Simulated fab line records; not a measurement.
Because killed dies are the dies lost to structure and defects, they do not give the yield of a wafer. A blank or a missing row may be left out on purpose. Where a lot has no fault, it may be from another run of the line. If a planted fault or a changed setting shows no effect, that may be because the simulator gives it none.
A struck lot beside a sound one	flow n5 finfet	15 steps out of a route of 1938
Sound: the wafers L531.2, L531.4, L531.5. Struck: wafers L524.2, L524.5, L524.6. The cause comes at the end.
Each step with rows lists, per side, the tool, then ch with its chambers, then its first start. Under that, the readings that differ: sound wafers	struck wafers	difference of the means	sigmas: that difference in standard deviations of wafers without a fault.
alike: readings whose means differ by less than 2 such deviations, and words and numbers that are the same on both sides. not compared: withheld readings, readings that some wafer has no value for, bounds like >300 that may hide the same value, and numbers for which the record gives no deviation and whose values overlap.
The two part at a step that has a row with sigmas, a row that says differs or no value, or rows on one side only. Numbers that don't overlap but have no deviation are shown without sigmas and don't part them. Lack of a reading on every wafer of one side parts them only where that side has two or more wafers.

N5_HKMG_FIN_STRIP_89: strips SOC in N2/H2, time 20 s.
  sound on rie diel-03 ch 2,3, day 7 21:08; struck on rie diel-01 ch 0,1, day 6 02:59
  alike: drypump motor current A, oes product au, rf vpp V, showerhead plenum p Torr, throttle valve pct
  not compared: rf hours counter h
then, 5 steps without rows for these wafers: N5_HKMG_FIN_WET_ETCH_87 (etches TiN in SC1, time 154.2 s, target depth 4.7 nm, rinse time 30 s); N5_HKMG_FIN_STRIP_88 (strips in N2/H2, time 360 s); N5_HKMG_FIN_NWFM_ALD_20 (deposits TiAlC, target thk 2 nm, pulse time 3 s, purge time 2 s); N5_HKMG_FIN_ALD_71 (deposits TiN, target thk 1 nm, pulse time 1 s, purge time 3 s); N5_HKMG_FIN_COAT_66 (time 60 s, resist thk 300 nm).
N5_HKMG_FIN_ETCH_67: etches SOC in N2/H2, stops on TiN, target depth 388.9 nm.
  sound on rie diel-03 ch 1,2,3, day 7 22:12; struck on rie diel-04 ch 0,1,3, day 6 04:04
  alike: drypump motor current A, oes product au, rf vpp V, showerhead plenum p Torr, throttle valve pct
  not compared: rf hours counter h
N5_HKMG_FIN_STRIP_90: strips SOC in N2/H2, time 20 s.
  sound on rie diel-03 ch 1,2,3, day 7 22:16; struck on rie diel-04 ch 0,1,3, day 6 04:08
  alike: drypump motor current A, oes product au, rf vpp V, showerhead plenum p Torr, throttle valve pct
  not compared: rf hours counter h
then, 1 step without rows for these wafers: N5_HKMG_FIN_WET_ETCH_73 (etches the open film in SC1, time 42.3 s, target depth 1.3 nm, rinse time 30 s).
N5_HKMG_FIN_ETCHBACK_68: etches the open film in Cl2/Ar, stops on HfO2, target depth 0.5 nm.
  sound on rie metal-02 ch 0,1, day 7 22:25; struck on rie metal-02 ch 0,1, day 6 04:18
  alike: drypump motor current A, mfc cl2 sccm, oes product au, throttle valve pct
  not compared: rf hours counter h
N5_HKMG_FIN_STRIP_69: strips in N2/H2, time 360 s.
  sound on plasma asher-02 ch 0,1, day 7 22:34; struck on plasma asher-01 ch 0,1, day 6 04:26
  alike: drypump motor current A, heater power w
  not compared: rf hours counter h
then, 1 step without rows for these wafers: N5_HKMG_FIN_ALD_21 (deposits TiN, target thk 1.5 nm, pulse time 1 s, purge time 3 s).
N5_HKMG_FIN_ALD_72: deposits W, target thk 2 nm, pulse time 1 s, purge time 2 s.
  sound on cvd w-01 ch 0,1, day 7 23:18; struck on cvd w-02 ch 0,1, day 6 05:11
reading	sound	struck	difference	sigmas
ald cycles	7 7 7	5 5 5	-2	
model.W_of_HKMG_FIN_ALD_72.thk nm (nm)	2 2 2	1.4 1.4 1.4	-0.6	
  alike: heater power w, precursor pulse height rel
then, 1 step without rows for these wafers: N5_HKMG_FIN_W_FILL_22 (material W, target thk 60 nm, time 18.2 s).
-- record jumps: 6 days separate the struck wafers' starts on either side; left off in module HKMG_FIN, taken up again in module BEOL_M4, whose first shown step is the route's number 1111 --
N5_BEOL_M4_RC_MEAS_101:
  sound on prober-01 ch 0, day 14 05:50; struck on prober-02 ch 0, day 12 06:08
reading	sound	struck	difference	sigmas
DIBL_N (mV/V)	37.3 38.2 39.5	30.0 35.2 35.3	-4.8	-3
IOFF_N (nA/um)	0.184 0.182 0.226	0.088 0.169 0.169	-0.055	-2
SS_N (mV/dec)	71.8 72.7 72.9	70.0 71.3 71.1	-1.7	-3
  alike: DIBL_P, IOFF_P, ION_N, ION_P, SS_P, VT_N, VT_P

== WHERE THEY PART ==
Only at N5_BEOL_M4_RC_MEAS_101, as far as this record shows.

WHY: what the simulator had put in
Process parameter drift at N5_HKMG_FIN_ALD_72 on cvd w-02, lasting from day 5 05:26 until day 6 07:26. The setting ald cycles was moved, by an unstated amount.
